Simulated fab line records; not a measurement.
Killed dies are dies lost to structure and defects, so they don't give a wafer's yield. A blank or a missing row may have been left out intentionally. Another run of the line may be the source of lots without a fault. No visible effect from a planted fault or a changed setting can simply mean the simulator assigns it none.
Which tool was responsible?	flow nandHarc	14 lots, 42 wafers sampled, at 5 steps of a route of 1159

== WHAT THE GAUGES SHOWED, per wafer ==
NHARC_P_ZERO_WELL_CD_MEAS_11: target cd 500 nm.
lot	measured	on	cdNm (nm)
L339	day 1 19:37	cdSem-03	498.5 494.7 497.3
L340	day 2 01:23	cdSem-03	498.8 498.7 501.3
L341	day 2 07:07	cdSem-02	501.4 500.0 500.1
L342	day 2 13:15	cdSem-02	498.5 497.4 498.0
L343	day 2 19:14	cdSem-03	497.3 497.9 498.2
L346	day 3 13:16	cdSem-03	502.8 499.5 500.7
L348	day 4 01:15	cdSem-02	501.0 501.9 497.9
L351	day 4 19:16	cdSem-01	497.8 498.8 496.4
L355	day 5 19:19	cdSem-03	500.0 500.5 501.4
L356	day 6 01:14	cdSem-01	500.7 499.0 501.8
L358	day 6 13:14	cdSem-01	501.5 499.6 497.5
L359	day 6 19:26	cdSem-01	498.0 497.1 497.2
L360	day 7 01:16	cdSem-03	500.9 498.8 498.6
L361	day 7 07:07	cdSem-03	497.8 501.0 500.4

NHARC_P_STI_CD_MEAS_16.
lot	measured	on	cdNm (nm)
L339	day 2 20:55	cdSem-03	199.2 198.4 202.2
L340	day 2 21:05	cdSem-03	203.8 203.5 200.8
L341	day 3 06:38	cdSem-03	202.6 201.3 201.9
L342	day 3 13:34	cdSem-01	200.5 200.8 203.4
L343	day 3 19:12	cdSem-02	197.1 202.7 196.1
L346	day 4 14:59	cdSem-02	198.4 203.4 198.2
L348	day 5 00:44	cdSem-01	203.4 202.9 197.0
L351	day 5 18:22	cdSem-01	197.0 201.9 195.9
L355	day 6 19:37	cdSem-02	198.4 200.3 199.3
L356	day 7 03:47	cdSem-03	195.4 200.5 199.1
L358	day 7 11:50	cdSem-02	200.1 203.7 201.2
L359	day 7 18:44	cdSem-03	199.7 196.6 199.8
L360	day 8 02:56	cdSem-02	200.2 201.6 199.5
L361	day 8 08:31	cdSem-02	199.4 198.3 197.6

NHARC_END_SORT_01.
lot	measured	on	killedAtArray	killedAtOther	killedAtPeriphery	killedDies	killedOpen	killedShort
L343	day 21 04:28	prober-02	13 11 12	0 0 0	1 3 4	14 14 16	1 2 4	1 1 1
L348	day 22 09:56	prober-01	24 18 19	0 1 1	1 1 1	25 20 21	3 2 2	0 0 1
L351	day 22 17:23	prober-02	35 49 46	0 0 0	2 4 1	37 53 47	2 2 2	0 6 2

== WHAT TOOL EACH LOT RAN ON (gives the tool, then ch and the chambers of the sampled wafers, and finally the start) ==
lot	NHARC_P_ZERO_WELL_IMPLANT_27	NHARC_P_STI_CMP_21
L339	implanter-02 ch 0, day 1 21:18	cmp-03 ch 0,1,2, day 3 18:14
L340	implanter-01 ch 0, day 2 03:21	cmp-04 ch 0,1,3, day 3 18:13
L341	implanter-02 ch 0, day 2 08:45	cmp-04 ch 1,2,3, day 4 01:02
L342	implanter-01 ch 0, day 2 14:47	cmp-02 ch 1,2,3, day 4 09:43
L343	implanter-01 ch 0, day 2 20:54	cmp-03 ch 2,3, day 4 14:27
L346	implanter-02 ch 0, day 3 14:58	cmp-02 ch 0,1,3, day 5 09:59
L348	implanter-01 ch 0, day 4 02:47	cmp-03 ch 0,1,3, day 5 22:38
L351	implanter-01 ch 0, day 4 20:56	cmp-04 ch 1,2,3, day 6 16:01
L355	implanter-01 ch 0, day 5 21:04	cmp-02 ch 0,1, day 7 15:19
L356	implanter-02 ch 0, day 6 02:55	cmp-02 ch 0,1, day 8 01:16
L358	implanter-02 ch 0, day 6 14:56	cmp-02 ch 0,2,3, day 8 08:08
L359	implanter-02 ch 0, day 6 21:05	cmp-04 ch 1,2,3, day 8 14:39
L360	implanter-01 ch 0, day 7 02:52	cmp-02 ch 2,3, day 8 21:59
L361	implanter-01 ch 0, day 7 08:51	cmp-04 ch 1,2, day 9 06:13
- NHARC_P_ZERO_WELL_IMPLANT_27
- NHARC_P_STI_CMP_21: polishes, t overpolish 20 s, target thk 380.67 nm.

== WHAT THE TOOLS THEMSELVES READ (means of the sampled wafers that have a number; where no wafer has one, the mark that the record gives instead) ==
NHARC_P_ZERO_WELL_IMPLANT_27.
lot	tool	beamOnS (s)	endStationPressureTorr (Torr)
L339	implanter-02	9.99	5.20e-06
L340	implanter-01	9.96	5.09e-06
L341	implanter-02	10.01	5.17e-06
L342	implanter-01	10.11	4.98e-06
L343	implanter-01	10.03	5.09e-06
L346	implanter-02	10.04	4.79e-06
L348	implanter-01	10.02	5.12e-06
L351	implanter-01	9.98	4.98e-06
L355	implanter-01	9.85	4.76e-06
L356	implanter-02	10.11	5.00e-06
L358	implanter-02	9.99	5.57e-06
L359	implanter-02	10.04	4.85e-06
L360	implanter-01	10.07	5.42e-06
L361	implanter-01	9.96	5.09e-06

NHARC_P_STI_CMP_21.
lot	tool	motorCurrentA (A)	overpolishRunS (s)
L339	cmp-03	12.5	19.999
L340	cmp-04	10.2	20.005
L341	cmp-04	11.4	20.007
L342	cmp-02	11.3	19.992
L343	cmp-03	11.4	19.997
L346	cmp-02	11.3	19.991
L348	cmp-03	12.5	20.007
L351	cmp-04	11.2	19.992
L355	cmp-02	10.8	19.998
L356	cmp-02	10.6	19.990
L358	cmp-02	11.8	20.003
L359	cmp-04	11.3	19.995
L360	cmp-02	12.0	20.002
L361	cmp-04	11.8	19.999

== THE ANSWER, worked out from the rows above alone ==
Rule: what is usual is taken from the lots themselves. The widest of any qualifying gaps counts: lots, ordered by their means at a reading, are off when they make up no more than a third of the lots, leave a main group of 4 or more, and stand apart from it by 3 or more times the standard deviation of that group's means. If all means in a main group match to the digits the tables above print for the reading, that group is not used. A lot without any number at a reading at which 4 lots or more have one is off too. Any other lot the step has rows for is counted as sound. The gauges are gone through in route order, then the tools' own readings, and for those a lot's mean is taken as printed above. The first step at which some lot is off is used, and at that step the reading that is off furthest; a lot without a number counts as furthest.
Across all readings shown, no lot is off: no conclusion can be drawn from this.

== WHAT HAD BEEN PUT IN BY THE SIMULATOR ==
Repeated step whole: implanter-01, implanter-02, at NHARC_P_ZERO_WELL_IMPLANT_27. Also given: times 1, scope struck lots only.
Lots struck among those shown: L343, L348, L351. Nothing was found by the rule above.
